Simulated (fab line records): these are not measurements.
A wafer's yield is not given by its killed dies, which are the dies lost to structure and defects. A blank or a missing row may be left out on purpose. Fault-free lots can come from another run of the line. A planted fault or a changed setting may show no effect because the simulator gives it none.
Matching of chambers + flow nand harc + 4 sister chambers for NHARC_A_STAIRCASE_CMP_450 on cmp-03
The step polishes SiO2, target thk 200 nm. 8 wafers are shown with their chamber, then 10 later ones without.

== WAFERS WITH THEIR CHAMBER ==
| wafer  | chamber | motor current A (A) |
|--------|---------|---------------------|
| L077.6 | 0       | 13.5                |
| L082.3 | 1       | 10.8                |
| L086.5 | 3       | 9.8                 |
| L084.4 | 2       | 12.1                |
| L084.5 | 2       | 11.9                |
| L084.6 | 3       | 9.5                 |
| L084.1 | 0       | 13.9                |
| L084.2 | 1       | 10.8                |

== WAFERS WHOSE CHAMBER IS MISSING ==
| wafer  | motor current A (A) |
|--------|---------------------|
| L084.3 | 9.5                 |
| L089.1 | 13.5                |
| L089.2 | 10.3                |
| L089.4 | 9.7                 |
| L089.3 | 12.1                |
| L089.5 | 11.1                |
| L089.6 | 13.1                |
| L090.1 | 11.1                |
| L090.2 | 12.9                |
| L090.4 | 9.9                 |

== EACH ONE'S CHAMBER ==
| wafer  | from the rows above     | in truth                   |
|--------|-------------------------|----------------------------|
| L084.3 | 3                       | 3                          |
| L089.1 | 0                       | 0                          |
| L089.2 | can't be placed: 1 or 3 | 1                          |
| L089.4 | 3                       | 3                          |
| L089.3 | 2                       | 2                          |
| L089.5 | 1                       | 1                          |
| L089.6 | 0                       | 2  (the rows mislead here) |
| L090.1 | 1                       | 1                          |
| L090.2 | can't be placed: 0 or 2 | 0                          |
| L090.4 | 3                       | 3                          |
Correctly placed: 7 of 10. Cannot be placed on the basis of these rows: 2; the candidates contain the true chamber in 2. Placed wrongly: 1.
How it was worked out, from the rows above alone: a wafer's distance from a chamber is the root of the sum, over the readings, of the square of ((its reading less the chamber's mean) divided by the reading's scatter). If the next closest chamber is less than 2 further off than the closest, the wafer can't be placed; otherwise it belongs to the closest. The mean given for a chamber averages the wafers shown for that chamber. The scatter: the root of (the sum of the squares of (reading less its chamber's mean) over the shown wafers, divided by (wafers less chambers)).
